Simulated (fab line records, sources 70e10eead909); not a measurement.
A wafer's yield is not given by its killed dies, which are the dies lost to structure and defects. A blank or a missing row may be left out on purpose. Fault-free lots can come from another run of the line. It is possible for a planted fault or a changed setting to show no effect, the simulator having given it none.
fab line records -- flow nand-harc
[record] lots = 6, wafers = 18, last-day = 23
route steps=1159 shown A_SGD_CUT@775 A_SLIT@779 END@1159
lots that met no fault: taken from a fault-free run of the same line
start-h: hours from the record's first day to the start of the lot's first wafer shown -- wait-h: hours since the lot's step before -- " same as the row above -- L1.1+2: several wafers, shown together as one row -- - either no value or no given start -- * or withheld: withheld -- < > ~ a bound
route shown NAME@n: names a module that has steps shown in the file, with the first one's number in the route -- usual: the fault-free wafers' mean and standard deviation -- same: alike in all rows -- chamber/n: place in a boat -- sites: readings site by site -- _std_site: standard deviation of those values -- _edge_site: outer sites' mean less inner sites' -- radius-mm: for every site, how far away it sits from the centre of the wafer -- mask NAME#n: copy n -- behind: the tool/chamber that last shaped the wafer -- hold: why the lot was held/for how many hours/how that ended -- device: which transistor (n, p or np) failed to switch -- end of line: the same wafers' tests at the end of the route -- step lacking rows: just its recipe -- killed: at the first sort, the dies lost to defects and structure; wafer yield is something else -- map: a wafer's dies, marking killed ones x, the rest . and places with no die _
set.NAME: setting as actually run; set.NAME@STEP: the setting as run at that earlier step -- model.NAME: the simulator's own value behind a step, which no gauge read
lots at some steps of the route; a table a step, a row a wafer
services: the hour from which a tool's chamber was out of use, counted from the record's first day as start-h (under 0 if before that day), plus the number of hours and why
[[steps]]
[step NHARC_A_SGD_CUT_ETCH_26]
[recipe] target-depth-a = 458, chemistry = dHF, material = SiO2
[step NHARC_A_SGD_CUT_ETCHBACK_24]
[recipe] target-depth-a = 500, over-etch-frac = 0.3, time-s = 92.857, ion-energy-ev = 120, ch3f-flow-sccm = 50, o2-flow-sccm = 30, ar-flow-sccm = 200, rf-w = 500, bias-w = 100, chemistry = CH3F/O2
[usual] chamber-pressure-mTorr = 25.002/0.025, drypump-motor-current-A = 5.7/0.39, oes-product-au = 0.98/0.031, rf-vpp-V = 244.6/1.6, showerhead-plenum-p-Torr = 2.48/0.1, throttle-valve-pct = 20.663/0.0092
[same] over-etch-frac = 0.3
lot.wafer,tool,chamber,start-h,wait-h,chamber-pressure-mTorr,drypump-motor-current-A,oes-product-au,rf-hours-counter-h,rf-vpp-V,showerhead-plenum-p-Torr,throttle-valve-pct
L656.1,rie-diel-02,1,321.28,0.1,25.001,6.5,0.98,12,241.9,2.29,20.660
L656.4,rie-diel-02,2,321.28,0.1,25.020,5.9,1.00,16,241.8,2.33,20.651
L656.3,rie-diel-02,3,321.28,0.1,24.975,6.1,0.99,17,245.7,2.57,20.654
L663.2,rie-diel-04,1,373.33,0.1,25.011,5.8,0.92,8,243.6,2.38,20.655
L663.3,rie-diel-04,2,373.33,0.1,25.009,6.0,0.92,9,246.6,2.57,20.640
L663.4,rie-diel-04,3,373.33,0.1,24.997,5.6,0.93,9,246.7,2.56,20.663
L664.1,rie-diel-08,3,390.74,0.2,24.992,5.2,1.01,8,243.7,2.43,20.660
L664.4,rie-diel-08,3,390.74,0.2,25.027,5.2,1.02,-,245.4,2.43,20.661
L664.6,rie-diel-08,2,390.74,0.2,24.984,5.1,1.01,-,245.5,2.46,20.665
L666.2,rie-diel-04,1,390.76,0.2,25.041,5.8,0.98,10,242.5,2.38,20.648
L666.1,rie-diel-04,2,390.76,0.2,24.992,6.0,1.00,11,246.5,2.57,20.671
L666.4,rie-diel-04,3,390.76,0.2,24.990,5.6,1.02,-,244.9,2.56,20.656
L671.2,rie-diel-04,2,409.92,0.1,25.008,6.0,1.00,13,245.3,2.57,20.661
L671.6,rie-diel-04,2,409.92,0.1,24.975,6.0,0.99,-,245.5,2.57,20.674
L671.5,rie-diel-04,3,409.92,0.1,25.037,5.6,1.02,-,246.4,2.56,20.677
L675.4,rie-diel-04,2,435.77,0.1,24.962,6.0,0.99,17,246.3,2.57,20.661
L675.1,rie-diel-04,0,435.77,0.1,24.982,5.9,0.98,16,247.4,2.61,20.663
L675.6,rie-diel-04,1,435.77,0.1,24.989,5.7,0.97,-,243.0,2.37,20.669
[step NHARC_A_SGD_CUT_STRIP_28]
[recipe] time-s = 20, o2-flow-sccm = 500, ar-flow-sccm = 0, bias-w = 0, chemistry = O2
[usual] chamber-pressure-mTorr = 60.00/0.055, drypump-motor-current-A = 5.7/0.4, oes-product-au = 0.996/0.012, rf-vpp-V = 57.8/0.76, showerhead-plenum-p-Torr = 3.55/0.14, throttle-valve-pct = 17.038/0.0096
lot.wafer,tool,chamber,start-h,wait-h,chamber-pressure-mTorr,drypump-motor-current-A,oes-product-au,rf-hours-counter-h,rf-vpp-V,showerhead-plenum-p-Torr,throttle-valve-pct
L656.4,rie-diel-02,1,-,-,60.01,6.5,0.996,12,58.2,3.30,17.038
L656.3,rie-diel-02,2,-,-,59.96,5.9,0.996,16,58.3,3.35,17.048
L656.1,rie-diel-02,0,-,-,59.92,5.3,0.995,17,59.4,3.65,17.047
L663.3,rie-diel-04,2,-,-,60.04,6.0,0.994,9,56.1,3.68,17.025
L663.2,rie-diel-04,3,-,-,60.00,5.6,1.018,9,57.6,3.68,17.035
L663.4,rie-diel-04,1,-,-,60.06,5.7,0.976,8,58.0,3.41,17.041
L666.1,rie-diel-04,2,390.91,0.1,59.99,6.0,0.999,11,58.4,3.68,17.042
L666.2,rie-diel-04,3,390.91,0.1,60.06,5.6,1.010,11,58.1,3.67,17.022
L666.4,rie-diel-04,1,390.91,0.1,60.01,5.8,0.988,-,56.6,3.41,17.022
L664.1,rie-diel-08,3,390.92,0.2,59.88,5.2,1.008,8,57.8,3.49,17.041
L664.6,rie-diel-08,1,390.92,0.2,60.00,5.4,0.999,-,57.3,3.39,17.039
L664.4,rie-diel-08,3,390.92,0.2,60.05,5.2,1.013,-,58.0,3.49,17.036
L671.2,rie-diel-04,1,-,-,59.95,5.8,0.974,12,57.3,3.41,17.048
L671.5,rie-diel-04,1,-,-,60.00,5.8,0.980,-,56.5,3.41,17.028
L671.6,rie-diel-04,2,-,-,59.98,6.0,0.996,-,58.5,3.68,17.027
L675.4,rie-diel-04,2,-,-,60.01,6.0,0.988,17,58.6,3.68,17.026
L675.1,rie-diel-04,3,-,-,59.98,5.6,1.005,15,57.8,3.67,17.032
L675.6,rie-diel-04,1,-,-,59.82,5.8,0.972,-,58.2,3.41,17.043
[step NHARC_A_SGD_CUT_INSPECT_25]
[usual] raw-defect-count = 303/79
lot.wafer,tool,chamber,start-h,wait-h,raw-defect-count
L656.1,defect-inspect-01,-,321.53,-,492
L656.3,defect-inspect-01,-,321.53,-,273
L656.4,defect-inspect-01,-,321.53,-,375
L663.2,defect-inspect-01,-,373.57,-,286
L663.3,defect-inspect-01,-,373.57,-,226
L663.4,defect-inspect-01,-,373.57,-,288
L666.1,defect-inspect-01,-,391.02,-,176
L666.2,defect-inspect-01,-,391.02,-,263
L666.4,defect-inspect-01,-,391.02,-,229
L664.1,defect-inspect-02,-,391.02,-,390
L664.4,defect-inspect-02,-,391.02,-,299
L664.6,defect-inspect-02,-,391.02,-,358
L671.2,defect-inspect-02,-,410.22,-,235
L671.5,defect-inspect-02,-,410.22,-,511
L671.6,defect-inspect-02,-,410.22,-,253
L675.1,defect-inspect-01,-,436.00,-,243
L675.4,defect-inspect-01,-,436.00,-,230
L675.6,defect-inspect-01,-,436.00,-,263
[step NHARC_A_SLIT_DEP_25]
[recipe] target-thk-a = 2000, temp-c = 400, pressure-torr = 6.5, rf-w = 900, teos-flow-sccm = 161.4, flow-sccm = 2650, target-thk-nm = 200, gas = O2, material = SiO2
[usual] heater-power-w = 565/67, throttle-valve-pct = 15.8/0.66
lot.wafer,tool,chamber,start-h,wait-h,heater-power-w,since-wet-clean-h,throttle-valve-pct
L656.1,pecvd-04,1,321.60,0.1,684,113,15.8
L656.3,pecvd-04,2,321.60,0.1,537,114,15.7
L656.4,pecvd-04,2,321.60,0.1,547,-,15.7
L663.2,pecvd-03,1,373.64,0.1,675,69,16.7
L663.3,pecvd-03,2,373.64,0.1,595,69,16.2
L663.4,pecvd-03,0,373.64,0.1,446,-,16.2
L666.2,pecvd-04,0,391.12,0.1,554,2,15.3
L666.1,pecvd-04,1,391.12,0.1,664,2,14.7
L666.4,pecvd-04,1,391.12,0.1,670,-,14.9
L664.1,pecvd-03,1,391.17,0.1,537,86,16.8
L664.6,pecvd-03,0,391.17,0.1,446,-,16.6
L664.4,pecvd-03,1,391.17,0.1,568,-,16.7
L671.2,pecvd-04,1,410.33,0.1,541,21,15.0
L671.6,pecvd-04,1,410.33,0.1,541,-,14.7
L671.5,pecvd-04,2,410.33,0.1,512,-,15.4
L675.1,pecvd-03,1,436.10,0.1,669,131,16.7
L675.4,pecvd-03,1,436.10,0.1,691,-,16.5
L675.6,pecvd-03,2,436.10,0.1,497,-,16.3
[step NHARC_A_SLIT_DEP_00]
[recipe] target-thk-a = 32000, temp-c = 400, material = aC
[usual] throttle-valve-pct = 35.002/0.009
lot.wafer,tool,chamber,start-h,wait-h,throttle-valve-pct
L656.1,acl-dep-02,0,322.67,-,35.009
L656.3,acl-dep-02,0,322.67,-,35.005
L656.4,acl-dep-02,0,322.67,-,35.002
L663.2,acl-dep-03,0,374.30,-,34.996
L663.3,acl-dep-03,0,374.30,-,34.971
L663.4,acl-dep-03,0,374.30,-,35.008
L666.1,acl-dep-03,0,391.94,-,34.998
L666.2,acl-dep-03,0,391.94,-,35.010
L666.4,acl-dep-03,0,391.94,-,34.999
L664.1,acl-dep-01,0,392.80,-,34.993
L664.4,acl-dep-01,0,392.80,-,34.993
L664.6,acl-dep-01,0,392.80,-,34.992
L671.2,acl-dep-02,0,414.32,-,34.999
L671.5,acl-dep-02,0,414.32,-,34.999
L671.6,acl-dep-02,0,414.32,-,35.009
L675.1,acl-dep-02,0,436.40,-,35.006
L675.4,acl-dep-02,0,436.40,-,35.014
L675.6,acl-dep-02,0,436.40,-,35.009
[step NHARC_A_SLIT_DEP_23]
[recipe] target-thk-a = 1000, target-thk-nm = 100, temp-c = 400, pressure-torr = 3.5, flow-sccm = 200, rf-w = 350, material = SiON
[usual] heater-power-w = 760/83
lot.wafer,tool,chamber,start-h,wait-h,heater-power-w,since-wet-clean-h
L656.1,pecvd-01,2,324.71,1.7,754,74
L656.3,pecvd-01,0,324.71,1.7,823,75
L656.4,pecvd-01,1,324.71,1.7,729,-
L663.3,pecvd-03,2,375.95,1.0,775,71
L663.2,pecvd-03,0,375.95,1.0,710,71
L663.4,pecvd-03,2,375.95,1.0,773,-
L666.1,pecvd-01,1,393.98,1.7,769,144
L666.2,pecvd-01,2,393.98,1.7,659,144
L666.4,pecvd-01,1,393.98,1.7,763,-
L664.1,pecvd-04,2,394.77,1.7,635,6
L664.6,pecvd-04,1,394.77,1.7,748,-
L664.4,pecvd-04,0,394.77,1.7,860,-
L671.2,pecvd-03,0,416.02,1.4,693,111
L671.6,pecvd-03,1,416.02,1.4,879,-
L671.5,pecvd-03,0,416.02,1.4,681,-
L675.1,pecvd-03,2,438.38,1.7,754,133
L675.6,pecvd-03,2,438.38,1.7,765,-
L675.4,pecvd-03,0,438.38,1.7,690,-
[step NHARC_A_SLIT_DEHYDRATE_01]
[recipe] temp-c = 150, time-s = 120
[step NHARC_A_SLIT_HMDS_02]
[recipe] time-s = 30
[step NHARC_A_SLIT_COAT_03]
[recipe] spin-rpm = 1500, resist-thk-nm = 90
[step NHARC_A_SLIT_SOFTBAKE_04]
[recipe] temp-c = 105, time-s = 55
[step NHARC_A_SLIT_EBR_05]
[step NHARC_A_SLIT_EXPOSE_06]
[recipe] na = 1.35, dose-mj = 60.82, mask-id = SLIT
[usual] exposure-dose-mJ-cm2 = 60.82/0.059, focus-offset-nm = 0.0/0.48
lot.wafer,tool,chamber,start-h,wait-h,mask,exposure-dose-mJ-cm2,focus-offset-nm
L656.1,arfi-scanner-01,0,325.25,-,SLIT#0,60.88,0.2
L656.3,arfi-scanner-01,0,325.25,-,SLIT#0,60.88,-0.6
L656.4,arfi-scanner-01,0,325.25,-,SLIT#0,60.84,-0.2
L663.2,arfi-scanner-03,0,376.49,-,SLIT#0,60.90,-0.1
L663.3,arfi-scanner-03,0,376.49,-,SLIT#0,60.90,0.2
L663.4,arfi-scanner-03,0,376.49,-,SLIT#0,60.85,-0.1
L666.1,arfi-scanner-03,0,394.39,-,SLIT#0,42.02,-0.4
L666.2,arfi-scanner-03,0,394.39,-,SLIT#0,42.06,0.2
L666.4,arfi-scanner-03,0,394.39,-,SLIT#0,42.02,0.4
L664.1,arfi-scanner-02,0,395.28,-,SLIT#0,60.82,0.1
L664.4,arfi-scanner-02,0,395.28,-,SLIT#0,60.87,-0.2
L664.6,arfi-scanner-02,0,395.28,-,SLIT#0,60.80,0.0
L671.2,arfi-scanner-03,0,416.51,-,SLIT#0,45.83,0.7
L671.5,arfi-scanner-03,0,416.51,-,SLIT#0,45.79,1.2
L671.6,arfi-scanner-03,0,416.51,-,SLIT#0,45.77,0.3
L675.1,arfi-scanner-01,0,438.79,-,SLIT#0,60.92,0.0
L675.4,arfi-scanner-01,0,438.79,-,SLIT#0,60.83,-0.3
L675.6,arfi-scanner-01,0,438.79,-,SLIT#0,60.76,0.5
[step NHARC_A_SLIT_PEB_07]
[recipe] peb-temp-c = 100, peb-time-s = 65
[step NHARC_A_SLIT_DEVELOP_08]
[recipe] develop-time-s = 35, dev-temp-c = 23
[step NHARC_A_SLIT_CD_MEAS_09]
[recipe] target-cd-nm = 300, landing-energy-ev = 500
[usual] cd-nm = 299.9/0.59
lot.wafer,tool,chamber,start-h,wait-h,cd-nm
L656.1,cd-sem-03,0,325.39,-,299.6
L656.3,cd-sem-03,0,325.39,-,299.8
L656.4,cd-sem-03,0,325.39,-,299.6
L663.2,cd-sem-01,0,376.64,-,300.2
L663.3,cd-sem-01,0,376.64,-,299.5
L663.4,cd-sem-01,0,376.64,-,300.6
L666.1,cd-sem-01,0,394.53,-,285.0
L666.2,cd-sem-01,0,394.53,-,284.8
L666.4,cd-sem-01,0,394.53,-,285.5
L664.1,cd-sem-02,0,395.42,-,300.3
L664.4,cd-sem-02,0,395.42,-,299.2
L664.6,cd-sem-02,0,395.42,-,299.8
L671.2,cd-sem-03,0,416.64,-,288.2
L671.5,cd-sem-03,0,416.64,-,288.1
L671.6,cd-sem-03,0,416.64,-,288.1
L675.1,cd-sem-03,0,438.93,-,300.3
L675.4,cd-sem-03,0,438.93,-,299.6
L675.6,cd-sem-03,0,438.93,-,300.1
[step NHARC_A_SLIT_OVL_MEAS_10]
[usual] overlay-x-nm = 0.1/0.74, overlay-y-nm = -0.1/0.72
lot.wafer,tool,chamber,start-h,wait-h,overlay-x-nm,overlay-y-nm
L656.1,overlay-02,-,325.48,-,-1.0,-0.3
L656.3,overlay-02,-,325.48,-,-0.3,-0.4
L656.4,overlay-02,-,325.48,-,-0.7,-0.2
L663.2,overlay-01,-,376.72,-,-0.3,1.3
L663.3,overlay-01,-,376.72,-,-1.2,1.4
L663.4,overlay-01,-,376.72,-,-0.5,1.5
L666.1,overlay-01,-,394.62,-,1.6,0.0
L666.2,overlay-01,-,394.62,-,1.2,0.8
L666.4,overlay-01,-,394.62,-,2.0,0.0
L664.1,overlay-01,-,395.51,-,0.4,0.3
L664.4,overlay-01,-,395.51,-,0.3,0.0
L664.6,overlay-01,-,395.51,-,0.8,0.3
L671.2,overlay-02,-,416.73,-,0.8,-0.2
L671.5,overlay-02,-,416.73,-,0.6,0.0
L671.6,overlay-02,-,416.73,-,0.5,-0.4
L675.1,overlay-02,-,439.02,-,0.9,1.3
L675.4,overlay-02,-,439.02,-,0.0,0.3
L675.6,overlay-02,-,439.02,-,0.7,0.0
[step NHARC_END_SORT_01]
[recipe] temp-c = 25
[usual] killed-at-array = 29/11, killed-at-other = 0.5/0.89, killed-at-periphery = 3.3/2, killed-dies = 32/11, killed-open = 3.1/1.9, killed-short = 2.3/1.6
[same] gross-dies = 677
lot.wafer,tool,chamber,start-h,wait-h,killed-at-array,killed-at-other,killed-at-periphery,killed-dies,killed-open,killed-short
L663.2,prober-01,0,502.40,2.8,15,0,3,18,2,2
L663.3,prober-01,0,503.19,3.1,11,1,5,17,2,1
L663.4,prober-01,0,503.99,3.4,9,2,6,17,4,2
L675.1,prober-02,0,554.32,2.5,35,1,3,39,1,1
L675.4,prober-02,0,556.71,3.4,36,0,3,39,5,4
// killed by level:class
L663.2 A_CONTACT:chamber-film-flake=4 A_STAIRCASE:chamber-film-flake=3 P_STI:chamber-film-flake=2 A_CHANNEL_HOLE_D1:chamber-film-flake=2 A_WL_FILL:chamber-film-flake=2 A_ONON_D1:geometric-particle:short=1 A_CHANNEL_FILL_D1:geometric-particle:short=1 A_CONTACT:geometric-particle:open=1
L663.3 P_M2:chamber-film-flake=3 A_CHANNEL_HOLE_D1:chamber-film-flake=3 A_STAIRCASE:chamber-film-flake=3 A_WL_FILL:chamber-film-flake=2 P_GATE:geometric-particle:open=1 A_CONTACT:geometric-particle:open=1 A_M0:geometric-particle:short=1 P_STI:chamber-film-flake=1
L663.4 P_M2:chamber-film-flake=4 A_CONTACT:geometric-particle:open=2 A_CHANNEL_HOLE_D1:chamber-film-flake=2 THIN_TSV:chamber-film-flake=2 P_GATE:geometric-particle:open=1 A_ONON_D1:geometric-particle:open=1 A_SGD_CUT:geometric-particle:short=1 A_WL_FILL:geometric-particle:short=1
L675.1 A_CHANNEL_HOLE_D1:chamber-film-flake=24 A_CONTACT:chamber-film-flake=7 A_SLIT:chamber-film-flake=2 P_GATE:geometric-particle:short=1 A_M0:geometric-particle:open=1 P_STI:chamber-film-flake=1 P_GATE:chamber-film-flake=1 A_STAIRCASE:chamber-film-flake=1
L675.4 A_CHANNEL_HOLE_D1:chamber-film-flake=21 A_CONTACT:chamber-film-flake=7 A_CHANNEL_FILL_D1:geometric-particle:open=2 P_GATE:geometric-particle:open=1 P_M0:geometric-particle:open=1 A_ONON_D1:geometric-particle:short=1 A_SGD_CUT:geometric-particle:short=1 A_WL_FILL:geometric-particle:short=1
[[services]]
tool,chamber,start-h,hours,kind
rie-diel-08,2,299.10,5.9,repair
arfi-scanner-01,-,300.54,5.3,repair
rie-diel-08,-,302.21,9.0,pm
arfi-scanner-03,-,312.00,4.0,pm
pecvd-03,2,323.62,6.0,repair
rie-diel-02,-,327.75,9.0,pm
rie-diel-08,-,344.57,1.2,repair
pecvd-03,0,350.21,9.9,repair
acl-dep-02,-,352.91,13.0,pm
pecvd-01,-,355.14,1.0,repair
rie-diel-08,2,363.32,9.3,repair
arfi-scanner-01,-,368.00,4.0,pm
pecvd-04,-,376.27,13.0,pm
rie-diel-04,0,388.92,2.6,repair
arfi-scanner-03,-,401.68,13.8,repair
rie-diel-08,2,402.20,1.2,repair
acl-dep-03,-,405.44,13.0,pm
pecvd-01,0,414.26,6.1,repair
pecvd-01,-,418.23,13.0,pm
pecvd-03,1,423.89,2.6,repair
rie-diel-08,0,425.46,6.6,repair
rie-diel-04,3,425.97,5.8,repair
rie-diel-02,0,427.68,8.7,repair
arfi-scanner-03,-,437.75,11.6,repair
[[key]]
[first-sign] step = NHARC_A_SLIT_EXPOSE_06, reading = exposure-dose-mJ-cm2, direction = down, sigmas = 99+, usual = 60.82, struck = 43.92
[effect] step = NHARC_A_SLIT_CD_MEAS_09, reading = cd-nm, direction = down, sigmas = 22, usual = 299.9, struck = 286.6, through = control-loop
met-at NHARC_A_SLIT_EXPOSE_06
struck-wafers L666.1,L666.2,L666.4,L671.2,L671.5,L671.6
tester-left-out L666,L671
[loop-trim] step = NHARC_A_SLIT_EXPOSE_06, setting = dose, lots = L671
onset-between 376.49 394.39
[fault] kind = process-parameter-drift, tool = arfi-scanner-03, chamber = -, onset-h = 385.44, steps = NHARC_A_SLIT_EXPOSE_06, channel = dose-mj, offset = -18.748, shape = step, acts-in = these-recipes-only, stated = 60.82
// tester-left-out: of these lots the tester's yield and bins aren't shown, on N5 and GAA mostly nor the transistor test; their killed dies are dies lost to structure and defects alone, not to doping, threshold or leakage, so they don't give the yield
// loop-trim: a control loop set the setting to another value than it would have without faults
